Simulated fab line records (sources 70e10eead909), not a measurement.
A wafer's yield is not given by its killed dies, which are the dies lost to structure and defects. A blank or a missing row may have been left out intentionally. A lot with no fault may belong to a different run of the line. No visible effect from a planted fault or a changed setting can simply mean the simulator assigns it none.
Problem report, 8D (eight disciplines) form, completed by code ; flow nandHarc ; the parts of the form that need people (team, actions taken, sign-off) are left out

1. PROBLEM STATEMENT
At NHARC_A_ONON_D2_THK_MEAS_02, thkNm averages 668 nm over 5 wafers from 2 lots, while fault-free wafers read 1004 nm, standard deviation 7.1. Relative to the usual mean, that is a shift of -47 standard deviations.
The step: measures by ellipsometry.
First observed at day 18 19:02: wafer L568.1, on filmMetro-01. Wafers with a number at this step in the record: 36, from 12 lots. The rule behind "out" and "out of limits": a value lying over 4 standard deviations away from the usual mean. The other wafers with a number count as sound.

2. WHAT THIS IS AND IS NOT
question;is;is not
which readings at this step;thkNm;-
which lots;L568, L570;L554, L555, L557, L558, L559, L563, L564, L567, L571, L576
which wafers of those lots;L568.1, L568.4, L568.5, L570.4, L570.5;L570.3
read on which gauges;filmMetro-01, filmMetro-02;-
when;from day 18 19:02;"up to then (24 sound wafers); but 7 sound wafers of L570, L571, L576 came after"

3. SUSPECTS, AND WHAT RULES EACH OUT
Counting: a tool at a process step up to the reading stays a suspect if it ran every lot that is out. Sound lots after the first of them don't rule it out here, since some wafers of a struck lot are sound.
- the gauge at NHARC_A_ONON_D2_THK_MEAS_02 has been ruled out. Those wafers that are out were read across 2 gauges (filmMetro-01, filmMetro-02).
- pecvdOnon-04 at NHARC_A_ONON_D2_DEP_00 (target thk 1000 nm): kept. Every lot that is out went through it, the first being L568 (day 18 18:32); the last sound lot it ran before that was L567 (day 18 13:04).
Left after counting: pecvdOnon-04 at NHARC_A_ONON_D2_DEP_00.

4. THE CAUSE (what the simulator had put in)
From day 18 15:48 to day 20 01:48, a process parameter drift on pecvdOnon-04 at NHARC_A_ONON_D2_DEP_00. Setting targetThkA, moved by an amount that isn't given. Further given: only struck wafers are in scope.
After counting, this tool was the only one left.

5. THE CHAIN OF EFFECTS, in route order
Rows list readings where the struck wafers' mean (over those with a number) sits beyond 3 standard deviations from the usual. Only readings for which the record gives a usual standard deviation are gone through. hours: the time from each lot's start at the first step in this table that gives one to its start at this step, as a median over the lots. sigmas: the change in usual standard deviations.
hours;step;reading;usual;on struck wafers;change;sigmas
0;NHARC_A_ONON_D2_THK_MEAS_02;thkNm;1004 nm;668;-336;-47
289;NHARC_END_SORT_01;killedAtArray;55;672;+617;+32
289;NHARC_END_SORT_01;killedDies;60;677;+617;+31

6. HOW IT WOULD HAVE BEEN CAUGHT EARLIER
The first out-of-limits reading at a measuring or inspecting step in this record came at day 18 19:02, 3 hours after the fault's start at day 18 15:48.
Lots out: 2; of these, L570 started NHARC_A_ONON_D2_DEP_00 on pecvdOnon-04 after day 18 19:02. A tool hold placed at that time would have kept it from harm.
